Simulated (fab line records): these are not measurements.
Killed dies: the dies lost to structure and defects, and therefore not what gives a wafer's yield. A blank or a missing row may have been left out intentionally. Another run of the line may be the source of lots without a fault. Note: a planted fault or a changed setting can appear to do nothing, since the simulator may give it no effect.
fab line records | flow n5Finfet
record lots=9 | wafers=27 | lastDay=17
route steps=1938 shown ILD0@338 SDB@363 BEOL_M4@1111 PASSIVATION@1936
lots with no fault: from the same line, run without faults
startH: hours from the record's first day to the start of the lot's first wafer shown | waitH: hours since the lot's step before | " repeats the value in the row above | L1.1+2: a row that stands for several wafers | - value missing, or start not given | * or withheld: withheld | < > ~ a bound
route shown NAME@n: NAME is a module with steps in the file, n the number in the route of the first one | usual: mean/standard deviation of fault-free wafers | same: alike in all rows | chamber/n: place in a boat | sites: per-site readings | _std_site: the standard deviation of these | _edge_site: mean of outer sites minus mean of inner sites | radiusMm: for every site, how far away it sits from the centre of the wafer | mask NAME#n: copy n | behind: the last tool/chamber to shape the wafer | hold: reason for holding the lot/hours on hold/outcome of the hold | device: which transistor (n, p or np) failed to switch | end of line: the same wafers' tests at the end of the route | where a step has no rows: the recipe by itself | killed: not the wafer's yield, but the dies lost to structure and defects at the first sort | map: the dies of a wafer, with x for killed, . for not killed, _ for no die there
set.NAME: the setting the step ran with; set.NAME@STEP: the setting that earlier step ran with | model.NAME: the simulator's own value behind a step, which no gauge read
a sample of lots followed through the steps of the route, with each step as a table and each wafer as a row
services: the hour from which a tool's chamber was out of use, counted from the record's first day as startH (under 0 if before that day), plus the number of hours and why
## steps
# step N5_ILD0_CMP_03
# recipe stopOn=SiNx | tOverpolishS=1.9 | postCmpClean=alkalineBrush | downForcePsi=4.1491 | platenRpm=51.796 | padVelocityMS=1.0306 | targetThkNm=197.38
# usual edgeZonePressureFrac=0.999/0.0053 | motorCurrentA=12.7/0.8 | overpolishRunS=1.900/0.009 | timeToEndpointS=70/3.7
lot.wafer | tool   | chamber | startH | waitH | edgeZonePressureFrac | motorCurrentA | overpolishRunS | timeToEndpointS
L589.4    | cmp-03 | 2       | 63.01  | 0.1   | 0.997                | 13.9          | 1.904          | 71
L589.2    | "      | 3       | "      | "     | 0.996                | 13.9          | 1.909          | 73
L589.1    | "      | 0       | "      | "     | 1.003                | 12.0          | 1.907          | 70
L592.2    | cmp-04 | 1       | 81.65  | 0.1   | 0.997                | 13.6          | 1.895          | 70
L592.5    | "      | 2       | "      | "     | 0.999                | 13.3          | 1.905          | 71
L592.6    | "      | 3       | "      | "     | 1.011                | 12.8          | 1.902          | 75
L594.3    | cmp-03 | 1       | 92.56  | 0.0   | 1.004                | 12.2          | 1.914          | 77
L594.1    | "      | 3       | "      | "     | 0.997                | 13.8          | 1.899          | 77
L594.4    | "      | 0       | "      | "     | 1.006                | 11.6          | 1.900          | 72
L605.4    | cmp-03 | 2       | 158.31 | 0.0   | 0.993                | 13.3          | 1.906          | 72
L605.1    | "      | 3       | "      | "     | 0.995                | 13.8          | 1.908          | 74
L605.6    | "      | 2       | "      | "     | 0.990                | 13.8          | 1.913          | 71
L606.3    | cmp-04 | 0       | 164.34 | 0.1   | 0.997                | 11.5          | 1.881          | 66
L606.2    | "      | 2       | "      | "     | 1.001                | 13.5          | 1.916          | 67
L606.5    | "      | 0       | "      | "     | 1.003                | 11.5          | 1.894          | 67
L607.4    | cmp-03 | 3       | 169.79 | 0.1   | 0.991                | 13.7          | 1.903          | 74
L607.5    | "      | 0       | "      | "     | 1.009                | 11.8          | 1.904          | 68
L607.6    | "      | 1       | "      | "     | 0.999                | 12.7          | 1.905          | 69
L609.1    | cmp-02 | 0       | 180.90 | 0.1   | 1.003                | 12.7          | 1.898          | 67
L609.4    | "      | 1       | "      | "     | 1.007                | 12.1          | 1.898          | 71
L609.6    | "      | 0       | "      | "     | 1.009                | 13.1          | 1.900          | 68
L611.1    | cmp-04 | 1       | 196.55 | 0.1   | 0.997                | 13.5          | 1.903          | 72
L611.3    | "      | 2       | "      | "     | 1.008                | 13.8          | 1.898          | 72
L611.5    | "      | 1       | "      | "     | 1.006                | 13.7          | 1.898          | 71
L612.3    | cmp-02 | 3       | 198.72 | 0.0   | 0.999                | 12.9          | 1.904          | 69
L612.4    | "      | 2       | "      | "     | 1.001                | 13.0          | 1.905          | 71
L612.6    | "      | 3       | "      | "     | 0.997                | 12.9          | 1.908          | 66
# step N5_ILD0_THK_MEAS_04
# usual thkNm=197.5/1.1
lot.wafer | tool         | chamber | startH | waitH | thkNm
L589.1    | filmMetro-02 | -       | 63.26  | -     | 198.2
L589.2    | "            | -       | "      | "     | 196.4
L589.4    | "            | -       | "      | "     | 197.5
L592.2    | filmMetro-01 | -       | 81.83  | -     | 199.2
L592.5    | "            | -       | "      | "     | 199.3
L592.6    | "            | -       | "      | "     | 199.7
L594.1    | filmMetro-01 | -       | 92.85  | -     | 199.1
L594.3    | "            | -       | "      | "     | 198.3
L594.4    | "            | -       | "      | "     | 196.7
L605.1    | filmMetro-02 | -       | 158.60 | -     | 196.4
L605.4    | "            | -       | "      | "     | 197.7
L605.6    | "            | -       | "      | "     | 197.4
L606.2    | filmMetro-01 | -       | 164.60 | -     | 197.4
L606.3    | "            | -       | "      | "     | 195.2
L606.5    | "            | -       | "      | "     | 195.8
L607.4    | filmMetro-01 | -       | 169.98 | -     | 199.3
L607.5    | "            | -       | "      | "     | 198.8
L607.6    | "            | -       | "      | "     | 197.2
L609.1    | filmMetro-01 | -       | 181.16 | -     | 197.5
L609.4    | "            | -       | "      | "     | 198.4
L609.6    | "            | -       | "      | "     | 197.9
L611.1    | filmMetro-01 | -       | 196.81 | -     | 196.6
L611.3    | "            | -       | "      | "     | 199.6
L611.5    | "            | -       | "      | "     | 196.7
L612.3    | filmMetro-01 | -       | 199.02 | -     | 196.5
L612.4    | "            | -       | "      | "     | 197.3
L612.6    | "            | -       | "      | "     | 196.5
# step N5_ILD0_ALD_15
# recipe material=SiNx | targetThkA=240 | tempC=400 | aldPrecursorFamily=SiH2I2 | aldCoReactant=N2/H2-plasma | pulseTimeS=1 | aldCycles=480 | purgeTimeS=2 | coReactantPurgeTimeS=2 | pressureTorr=2
# usual chamberPressureTorr=2.000/0.0045 | heaterPowerW=852/84 | precursorPulseHeightRel=1.001/0.019 | susceptorTempC=399.97/0.21
lot.wafer | tool      | chamber | startH | waitH | chamberPressureTorr | heaterPowerW | precursorPulseHeightRel | susceptorTempC
L589.1    | aldSin-04 | 0       | 64.32  | 0.6   | 2.003               | 978          | 1.027                   | 399.72
L589.2    | "         | 1       | "      | "     | 1.997               | 849          | 1.010                   | 399.99
L589.4    | "         | 3       | "      | "     | 1.995               | 831          | 0.987                   | 399.86
L592.2    | aldSin-04 | 0       | 82.87  | 0.5   | 1.999               | 972          | 0.973                   | 399.70
L592.5    | "         | 0       | 83.96  | 1.2   | 2.000               | 999          | 1.016                   | 399.47
L592.6    | "         | 1       | "      | "     | 1.999               | 886          | 0.983                   | 399.66
L594.1    | aldSin-04 | 0       | 93.89  | 0.6   | 1.997               | 984          | 0.993                   | 399.93
L594.3    | "         | 1       | "      | "     | 2.007               | 861          | 1.052                   | 399.83
L594.4    | "         | 3       | "      | "     | 2.003               | 841          | 0.999                   | 399.66
L605.1    | aldSin-04 | 0       | 160.46 | 1.4   | 1.996               | 1007         | 1.000                   | 399.73
L605.4    | "         | 2       | "      | "     | 2.003               | 890          | 1.009                   | 399.61
L605.6    | "         | 3       | 161.55 | 1.9   | 2.006               | 842          | 1.023                   | 399.77
L606.2    | aldSin-04 | 0       | 165.64 | 0.5   | 1.995               | 968          | 0.980                   | 400.02
L606.3    | "         | 1       | "      | "     | 2.002               | 888          | 1.010                   | 399.85
L606.5    | "         | 1       | 166.72 | 1.2   | 1.997               | 860          | 1.010                   | 399.74
L607.4    | aldSin-03 | 2       | 171.02 | 0.2   | 2.004               | 980          | 1.012                   | 400.11
L607.5    | "         | 2       | 172.10 | 1.2   | 2.004               | 959          | 1.000                   | 399.95
L607.6    | "         | 1       | "      | "     | 2.002               | 949          | 1.002                   | 399.96
L609.1    | aldSin-03 | 2       | 182.43 | 0.8   | 1.996               | 999          | 1.021                   | 399.89
L609.4    | "         | 3       | "      | "     | 1.994               | 749          | 1.002                   | 400.27
L609.6    | "         | 0       | 183.52 | 1.3   | 2.000               | 819          | 0.987                   | 399.82
L611.1    | aldSin-04 | 0       | 197.98 | 0.6   | 1.994               | 966          | 1.001                   | 400.00
L611.3    | "         | 3       | "      | "     | 1.997               | 783          | 0.967                   | 399.89
L611.5    | "         | 2       | 199.06 | 1.2   | 2.003               | 843          | 0.994                   | 399.90
L612.3    | aldSin-01 | 1       | 200.06 | 0.4   | 1.992               | 828          | 1.032                   | 400.18
L612.4    | "         | 0       | "      | "     | 1.993               | 730          | 1.009                   | 399.68
L612.6    | "         | 2       | 201.15 | 1.1   | 2.000               | 726          | 0.993                   | 400.41
# step N5_SDB_STRIP_21
# recipe chemistry=CF4 | resist=SiARC | powerW=300 | biasPowerW=75 | pressureMtorr=50 | cf4FlowSccm=150 | rfFrequencyHz=6e+07
# usual biasPowerW=75.01/0.2 | cf4FlowSccm=149.9/0.46 | drypumpMotorCurrentA=5.7/0.52 | oesProductAu=0.77/0.073 | rfFwdPowerW=292.6/0.95 | rfVppV=270.8/1.6 | showerheadPlenumPTorr=1.77/0.058 | throttleValvePct=13.65/0.2
lot.wafer | tool       | chamber | startH | waitH | biasPowerW | cf4FlowSccm | drypumpMotorCurrentA | oesProductAu | rfFwdPowerW | rfHoursCounterH | rfVppV | showerheadPlenumPTorr | throttleValvePct
L589.1    | rieDiel-04 | 2       | 67.73  | 0.0   | 75.11      | 149.9       | 4.8                  | 0.73         | 292.7       | 169             | 273.1  | 1.85                  | 13.64
L589.2    | "          | 0       | "      | "     | 75.13      | 150.2       | 6.0                  | 0.78         | 293.6       | 105             | 273.7  | 1.88                  | 13.65
L589.4    | "          | 1       | "      | "     | 75.04      | 149.8       | 5.8                  | 0.96         | 291.5       | 2               | 272.2  | 1.84                  | 13.59
L592.2    | rieDiel-05 | 3       | 86.34  | 0.0   | 75.15      | 149.6       | 5.4                  | 0.77         | 295.1       | 132             | 272.5  | 1.78                  | 13.47
L592.5    | "          | 3       | "      | "     | 75.18      | 151.0       | 5.4                  | 0.77         | 293.0       | -               | 270.7  | 1.78                  | 13.47
L592.6    | "          | 0       | "      | "     | 75.09      | 150.5       | 5.7                  | 0.76         | 293.3       | -               | 273.5  | 1.79                  | 13.80
L594.1    | rieDiel-06 | 0       | 97.82  | 0.0   | 75.32      | 149.1       | 6.4                  | 0.69         | 290.8       | 219             | 270.7  | 1.76                  | 13.66
L594.3    | "          | 1       | "      | "     | 75.36      | 149.7       | 5.6                  | 0.75         | 293.9       | 154             | 267.8  | 1.66                  | 13.75
L594.4    | "          | 1       | "      | "     | 74.89      | 149.7       | 5.6                  | 0.74         | 293.3       | -               | 268.3  | 1.66                  | 13.75
L605.1    | rieDiel-04 | 3       | 163.66 | 0.0   | -          | -           | -                    | -            | -           | -               | -      | -                     | -
L605.4    | "          | 1       | "      | "     | -          | -           | -                    | -            | -           | -               | -      | -                     | -
L605.6    | "          | 3       | "      | "     | -          | -           | -                    | -            | -           | -               | -      | -                     | -
L606.2    | rieDiel-06 | 0       | 168.94 | 0.0   | -          | -           | -                    | -            | -           | -               | -      | -                     | -
L606.3    | "          | 1       | "      | "     | -          | -           | -                    | -            | -           | -               | -      | -                     | -
L606.5    | "          | 2       | "      | "     | -          | -           | -                    | -            | -           | -               | -      | -                     | -
L607.4    | rieDiel-04 | 3       | 174.23 | 0.0   | -          | -           | -                    | -            | -           | -               | -      | -                     | -
L607.5    | "          | 2       | "      | "     | -          | -           | -                    | -            | -           | -               | -      | -                     | -
L607.6    | "          | 1       | "      | "     | -          | -           | -                    | -            | -           | -               | -      | -                     | -
L609.1    | rieDiel-06 | 0       | 186.43 | 0.0   | 75.48      | 150.5       | 6.4                  | 0.66         | 290.8       | 245             | 270.1  | 1.75                  | 13.71
L609.4    | "          | 2       | "      | "     | 74.91      | 150.6       | 5.6                  | 0.88         | 290.3       | 27              | 271.9  | 1.84                  | 13.35
L609.6    | "          | 2       | "      | "     | 75.27      | 150.6       | 5.6                  | 0.89         | 292.6       | -               | 270.4  | 1.84                  | 13.35
L611.1    | rieDiel-05 | 3       | 201.19 | 0.0   | 74.66      | 150.3       | 5.4                  | 0.74         | 293.2       | 174             | 270.4  | 1.77                  | 13.56
L611.3    | "          | 2       | "      | "     | 74.64      | 149.9       | 6.5                  | 0.78         | 291.5       | 136             | 270.2  | 1.79                  | 13.53
L611.5    | "          | 3       | "      | "     | 74.74      | 149.6       | 5.4                  | 0.74         | 294.0       | -               | 270.0  | 1.77                  | 13.57
L612.3    | rieDiel-05 | 2       | 203.73 | 0.0   | 75.11      | 149.9       | 6.5                  | 0.77         | 292.5       | 137             | 272.6  | 1.79                  | 13.56
L612.4    | "          | 0       | "      | "     | 74.91      | 149.9       | 5.7                  | 0.73         | 292.9       | 192             | 271.1  | 1.77                  | 13.91
L612.6    | "          | 0       | "      | "     | 74.73      | 149.5       | 5.7                  | 0.73         | 292.9       | -               | 270.1  | 1.77                  | 13.91
# step N5_SDB_STRIP_22
# recipe chemistry=N2/H2 | powerW=1000 | tempC=250 | h2Frac=0.65 | overashFraction=0.3 | pressureMtorr=withheld | n2FlowSccm=1750 | h2FlowSccm=3250
# usual drypumpMotorCurrentA=5.5/0.56 | h2FlowSccm=3248/9.2 | heaterPowerW=348/56 | oesProductAu=0.714/0.0044 | stripTimeToEndpointS=96.2/0.48
lot.wafer | tool           | chamber | startH | waitH | drypumpMotorCurrentA | h2FlowSccm | heaterPowerW | oesProductAu | rfHoursCounterH | stripTimeToEndpointS
L589.1    | plasmaAsher-02 | 0       | 67.83  | 0.1   | 5.4                  | 3239       | 350          | 0.706        | 34              | 97.0
L589.2    | "              | 1       | "      | "     | 5.1                  | 3248       | 427          | 0.718        | 34              | 96.7
L589.4    | "              | 1       | "      | "     | 5.1                  | 3245       | 426          | 0.717        | -               | 96.7
L592.2    | plasmaAsher-01 | 1       | 86.44  | 0.1   | 6.5                  | 3241       | 267          | 0.716        | 85              | 96.4
L592.5    | "              | 0       | "      | "     | 5.1                  | 3259       | 342          | 0.704        | -               | 96.0
L592.6    | "              | 1       | "      | "     | 6.5                  | 3240       | 275          | 0.714        | -               | 96.8
L594.1    | plasmaAsher-02 | 1       | 97.92  | 0.1   | 5.1                  | 3246       | 429          | 0.703        | 40              | 96.6
L594.3    | "              | 0       | "      | "     | 5.5                  | 3258       | 332          | 0.713        | -               | 96.5
L594.4    | "              | 1       | "      | "     | 5.1                  | 3246       | 424          | 0.720        | -               | 96.5
L605.1    | plasmaAsher-02 | 1       | 163.76 | 0.1   | 5.1                  | 3262       | 420          | -            | 52              | 180.9
L605.4    | "              | 0       | "      | "     | 5.4                  | 3247       | 337          | -            | -               | 181.8
L605.6    | "              | 1       | "      | "     | 5.1                  | 3250       | 426          | -            | -               | 181.1
L606.2    | plasmaAsher-02 | 1       | 169.05 | 0.1   | 5.1                  | 3242       | 420          | -            | 52              | 181.3
L606.3    | "              | 0       | "      | "     | 5.5                  | 3256       | 338          | -            | -               | 179.8
L606.5    | "              | 0       | "      | "     | 5.5                  | 3270       | 329          | -            | -               | 179.4
L607.4    | plasmaAsher-02 | 0       | 174.51 | 0.2   | 5.5                  | 3243       | 343          | -            | -               | 178.9
L607.5    | "              | 1       | "      | "     | 5.1                  | 3256       | 434          | -            | -               | 179.8
L607.6    | "              | 0       | "      | "     | 5.5                  | 3241       | 341          | -            | -               | 180.1
L609.1    | plasmaAsher-01 | 1       | 186.81 | 0.3   | 6.5                  | 3244       | 274          | 0.714        | 106             | 96.8
L609.4    | "              | 1       | "      | "     | 6.5                  | 3253       | 274          | 0.713        | -               | 95.9
L609.6    | "              | 0       | "      | "     | 5.1                  | 3260       | 336          | 0.725        | -               | 96.0
L611.1    | plasmaAsher-02 | 1       | 201.29 | 0.1   | 5.1                  | 3257       | 432          | 0.715        | 60              | 95.0
L611.3    | "              | 0       | "      | "     | 5.4                  | 3246       | 334          | 0.712        | -               | 95.6
L611.5    | "              | 1       | "      | "     | 5.1                  | 3263       | 425          | 0.710        | -               | 95.3
L612.3    | plasmaAsher-01 | 1       | 203.87 | 0.1   | 6.5                  | 3248       | 264          | 0.713        | -               | 96.2
L612.4    | "              | 0       | "      | "     | 5.1                  | 3225       | 343          | 0.713        | -               | 96.5
L612.6    | "              | 0       | "      | "     | 5.1                  | 3245       | 345          | 0.723        | -               | 96.9
# step N5_BEOL_M4_RC_MEAS_101
# usual DIBL_N=35.9/1.9 | DIBL_P=35.8/2.4 | IOFF_N=0.15/0.031 | IOFF_P=0.21/0.037 | ION_N=672/13 | ION_P=462/8.3 | SS_N=71.5/0.72 | SS_P=73.2/0.67 | VT_N=250/3.4 | VT_P=-250/3.4
lot.wafer | tool      | chamber | startH | waitH | DIBL_N[mV/V] | DIBL_P[mV/V] | IOFF_N[nA/um] | IOFF_P[nA/um] | ION_N[uA/um] | ION_P[uA/um] | SS_N[mV/dec] | SS_P[mV/dec] | VT_N[mV] | VT_P[mV]
L589.1    | prober-02 | 0       | 166.95 | 0.0   | 37.0         | 37.6         | 0.15          | 0.22          | 676          | 466          | 71.2         | 73.8         | 250      | -250
L589.2    | "         | 0       | "      | "     | 36.5         | 35.3         | 0.13          | 0.18          | 657          | 450          | 71.2         | 73.2         | 253      | -253
L589.4    | "         | 0       | "      | "     | 36.5         | 36.1         | 0.13          | 0.19          | 660          | 457          | 71.4         | 72.7         | 252      | -251
L592.2    | prober-02 | 0       | 197.24 | 0.2   | 35.8         | 35.0         | 0.13          | 0.18          | 661          | 453          | 71.1         | 72.7         | 251      | -252
L592.5    | "         | 0       | "      | "     | 37.4         | 36.8         | 0.16          | 0.22          | 669          | 462          | 72.1         | 73.6         | 252      | -250
L592.6    | "         | 0       | "      | "     | 35.5         | 34.3         | 0.13          | 0.18          | 669          | 459          | 71.0         | 73.0         | 252      | -251
L594.1    | prober-01 | 0       | 203.11 | 0.0   | 35.0         | 36.6         | 0.16          | 0.20          | 679          | 461          | 71.9         | 73.5         | 250      | -252
L594.3    | "         | 0       | "      | "     | 32.6         | 33.3         | 0.12          | 0.16          | 660          | 455          | 71.3         | 72.5         | 253      | -255
L594.4    | "         | 0       | "      | "     | 31.7         | 31.5         | 0.10          | 0.14          | 651          | 448          | 71.0         | 72.5         | 256      | -254
L609.1    | prober-01 | 0       | 295.81 | 0.0   | 37.3         | 37.4         | 0.19          | 0.26          | 682          | 470          | 71.5         | 73.0         | 244      | -246
L609.4    | "         | 0       | "      | "     | 35.4         | 36.2         | 0.16          | 0.23          | 676          | 472          | 70.8         | 73.6         | 247      | -248
L609.6    | "         | 0       | "      | "     | 35.8         | 35.8         | 0.17          | 0.23          | 688          | 471          | 70.9         | 72.9         | 247      | -248
L611.1    | prober-01 | 0       | 310.02 | 0.0   | 38.1         | 39.6         | 0.19          | 0.26          | 677          | 462          | 72.5         | 74.5         | 246      | -246
L611.3    | "         | 0       | "      | "     | 37.9         | 38.2         | 0.18          | 0.23          | 696          | 474          | 72.1         | 74.2         | 249      | -248
L611.5    | "         | 0       | "      | "     | 35.8         | 37.0         | 0.15          | 0.20          | 674          | 464          | 71.2         | 74.0         | 251      | -251
L612.3    | prober-02 | 0       | 313.89 | 0.3   | 34.6         | 33.6         | 0.13          | 0.20          | 674          | 473          | 70.6         | 72.7         | 250      | -251
L612.4    | "         | 0       | "      | "     | 36.8         | 35.7         | 0.17          | 0.23          | 690          | 475          | 71.4         | 73.0         | 249      | -247
L612.6    | "         | 0       | "      | "     | 36.9         | 35.7         | 0.16          | 0.23          | 682          | 473          | 71.3         | 72.5         | 253      | -247
# step N5_PASSIVATION_PROBE_49
# usual defectLimitedYield=91.6/1.2 | killed_at_M0_to_M3=33/9.4 | killed_at_M4_up=13/5.2 | killedAtContacts=13/5.6 | killedAtFrontEnd=37/9.5 | killedAtOther=4/3.1 | killedDies=99/15 | killedOnRim=13/3.6 | killedOpen=65/11 | killedShort=32/7.5 | sort_bin_5_function=4.9/0.77 | sort_bin_6_memory=3.1/0.65 | sortNPass=1081/15 | sortYieldPct=91.6/1.2
# same grossDies=1180 | killedAtBackSide=0 | sort_bin_4_leakage[%]=0 | sort_bin_8_speed[%]=0
lot.wafer | tool      | chamber | startH | waitH | defectLimitedYield[%] | killed_at_M0_to_M3 | killed_at_M4_up | killedAtContacts | killedAtFrontEnd | killedAtOther | killedDies | killedOnRim | killedOpen | killedShort | sort_bin_5_function[%] | sort_bin_6_memory[%] | sortNPass | sortYieldPct[%]
L606.2    | prober-01 | -       | 367.37 | 0.1   | 0                     | 33                 | 11              | 17               | 1119             | 0             | 1180       | 152         | 76         | 46          | 95.5                   | 4.2                  | 0         | 0
L606.3    | prober-01 | -       | 367.42 | 0.1   | 0                     | 42                 | 15              | 9                | 1114             | 0             | 1180       | 152         | 68         | 29          | 97.0                   | 2.6                  | 0         | 0
L606.5    | prober-01 | -       | 367.52 | 0.2   | 0                     | 45                 | 8               | 11               | 1114             | 2             | 1180       | 152         | 88         | 44          | 95.8                   | 4.0                  | 0         | 0
L605.1    | prober-01 | -       | 374.78 | 0.0   | 0                     | 38                 | 15              | 8                | 1112             | 7             | 1180       | 152         | 72         | 31          | 95.9                   | 3.9                  | 0         | 0
L605.4    | prober-01 | -       | 374.93 | 0.2   | 0                     | 31                 | 16              | 6                | 1124             | 3             | 1180       | 152         | 48         | 40          | 97.2                   | 2.3                  | 0         | 0
L605.6    | prober-01 | -       | 375.03 | 0.3   | 0                     | 47                 | 9               | 9                | 1111             | 4             | 1180       | 152         | 59         | 37          | 96.9                   | 3.0                  | 0         | 0
L607.4    | prober-01 | -       | 394.06 | 0.2   | 0                     | 26                 | 2               | 13               | 1139             | 0             | 1180       | 152         | 50         | 21          | 97.8                   | 1.9                  | 0         | 0
L607.5    | prober-01 | -       | 394.11 | 0.2   | 0                     | 48                 | 14              | 9                | 1107             | 2             | 1180       | 152         | 74         | 33          | 96.5                   | 3.3                  | 0         | 0
L607.6    | prober-01 | -       | 394.16 | 0.3   | 0                     | 28                 | 14              | 11               | 1125             | 2             | 1180       | 152         | 60         | 34          | 96.4                   | 3.3                  | 0         | 0
# killed by level:class
L606.2 SDB:areaStrip=1056 STI_FIN_REVEAL:geometricParticle:open=21 FIN_SAQP:geometricParticle:short=16 MOL_CONTACT_COAG:geometricParticle:open=12 BEOL_M1:geometricParticle:open=10 BEOL_M0_SAQP:geometricParticle:open=8 GATE_CUT:geometricParticle:short=6 BEOL_M1:geometricParticle:short=6
L606.3 SDB:areaStrip=1083 BEOL_M3:geometricParticle:open=10 BEOL_M0_SAQP:geometricParticle:open=9 STARTING-WAFER:geometricParticle:open=7 MOL_CONTACT_COAG:geometricParticle:open=7 STI_FIN_REVEAL:geometricParticle:open=5 BEOL_M0_SAQP:geometricParticle:short=5 BEOL_M0:geometricParticle:open=5
L606.5 SDB:areaStrip=1046 STI_FIN_REVEAL:geometricParticle:open=13 BEOL_M0_SAQP:geometricParticle:open=13 BEOL_M3:geometricParticle:open=11 FIN_SAQP:geometricParticle:open=10 MOL_CONTACT_COAG:geometricParticle:open=10 FIN_SAQP:geometricParticle:short=9 GATE_CUT:geometricParticle:short=9
L605.1 SDB:areaStrip=1077 BEOL_M0_SAQP:geometricParticle:short=11 STI_FIN_REVEAL:geometricParticle:open=10 BEOL_M0_SAQP:geometricParticle:open=10 BEOL_M4:geometricParticle:open=8 MOL_CONTACT_COAG:geometricParticle:open=7 BEOL_M1:geometricParticle:open=6 DUMMY_GATE:geometricParticle:open=5
L605.4 SDB:areaStrip=1092 FIN_SAQP:geometricParticle:short=11 BEOL_M0_SAQP:geometricParticle:short=9 BEOL_M4:geometricParticle:open=8 BEOL_M0_SAQP:geometricParticle:open=6 MOL_CONTACT_COAG:geometricParticle:open=5 BEOL_M4:geometricParticle:short=5 STI_FIN_REVEAL:geometricParticle:open=4
L605.6 SDB:areaStrip=1084 BEOL_M0_SAQP:geometricParticle:open=13 BEOL_M0_SAQP:geometricParticle:short=13 BEOL_M3:geometricParticle:open=9 MOL_CONTACT_COAG:geometricParticle:open=7 FIN_SAQP:geometricParticle:short=5 BEOL_M2:geometricParticle:open=5 STARTING-WAFER:geometricParticle:short=5
L607.4 SDB:areaStrip=1106 MOL_CONTACT_COAG:geometricParticle:open=13 DUMMY_GATE:geometricParticle:open=8 BEOL_M2:geometricParticle:open=8 BEOL_M0_SAQP:geometricParticle:short=6 STARTING-WAFER:geometricParticle:open=5 FIN_SAQP:geometricParticle:short=4 FIN_SAQP:geometricParticle:open=4
L607.5 SDB:areaStrip=1073 BEOL_M1:geometricParticle:open=15 FIN_SAQP:geometricParticle:open=11 BEOL_M0_SAQP:geometricParticle:open=10 MOL_CONTACT_COAG:geometricParticle:open=9 BEOL_M0_SAQP:geometricParticle:short=8 BEOL_M1:geometricParticle:short=7 FIN_SAQP:geometricParticle:short=6
L607.6 SDB:areaStrip=1085 FIN_SAQP:geometricParticle:open=15 BEOL_M0_SAQP:geometricParticle:short=11 MOL_CONTACT_COAG:geometricParticle:open=7 DUMMY_GATE:geometricParticle:open=6 STI_FIN_REVEAL:geometricParticle:open=6 BEOL_M0_SAQP:geometricParticle:open=6 BEOL_M4:geometricParticle:short=5
## services
tool           | chamber | startH | hours | kind
aldSin-04      | 0       | 44.63  | 1.3   | repair
cmp-03         | -       | 44.88  | 0.4   | repair
cmp-04         | -       | 44.89  | 4.0   | pm
cmp-03         | -       | 52.29  | 0.4   | repair
aldSin-04      | -       | 55.42  | 0.8   | repair
rieDiel-05     | 3       | 71.28  | 7.9   | repair
rieDiel-04     | -       | 74.60  | 3.1   | repair
rieDiel-06     | 0       | 82.55  | 4.1   | repair
rieDiel-05     | 1       | 93.73  | 1.5   | repair
plasmaAsher-02 | -       | 120.23 | 10.0  | pm
cmp-03         | -       | 122.31 | 4.0   | pm
cmp-04         | -       | 126.40 | 0.5   | repair
rieDiel-05     | -       | 130.49 | 0.3   | repair
cmp-04         | -       | 132.51 | 3.9   | repair
cmp-03         | -       | 137.84 | 5.7   | pm
aldSin-04      | 1       | 141.33 | 2.9   | repair
aldSin-04      | 1       | 155.26 | 4.3   | repair
cmp-03         | -       | 157.44 | 0.8   | repair
rieDiel-04     | 0       | 167.03 | 32.6  | repair
cmp-04         | -       | 168.52 | 7.0   | pm
plasmaAsher-01 | -       | 171.54 | 10.0  | pm
aldSin-04      | -       | 177.93 | 14.0  | pm
cmp-03         | -       | 178.16 | 0.6   | repair
cmp-03         | -       | 192.81 | 6.1   | repair
## key
firstSign step=N5_SDB_STRIP_21 | reading=toolRecord | direction=missing
effect step=N5_SDB_STRIP_22 | reading=stripTimeToEndpointS | direction=up | sigmas=99+ | usual=* | struck=*
effect step=N5_PASSIVATION_PROBE_49 | reading=sort_bin_5_function | direction=up | sigmas=99+ | usual=4.9 | struck=96.6
moreKillsBornAt N5_SDB_STRIP_21@rieDiel-04=6517 | N5_SDB_STRIP_21@rieDiel-06=3185
metAt N5_SDB_STRIP_21
struckLots L605,L606,L607
laterRowsLeftOut L605.1,L605.4,L605.6,L606.2,L606.3,L606.5,L607.4,L607.5,L607.6
notActingAt N5_ILD0_CMP_03,N5_ILD0_THK_MEAS_04,N5_ILD0_ALD_15
onsetBetween 97.82 163.66
fault kind=skippedStepWhole | tool=rieDiel-04,rieDiel-06 | chamber=- | onsetH=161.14 | steps=N5_SDB_STRIP_21 | scope=struckLotsOnly
# laterRowsLeftOut: the simulator's readings of these wafers behind a module that went badly wrong aren't trusted and aren't shown, but for the sort
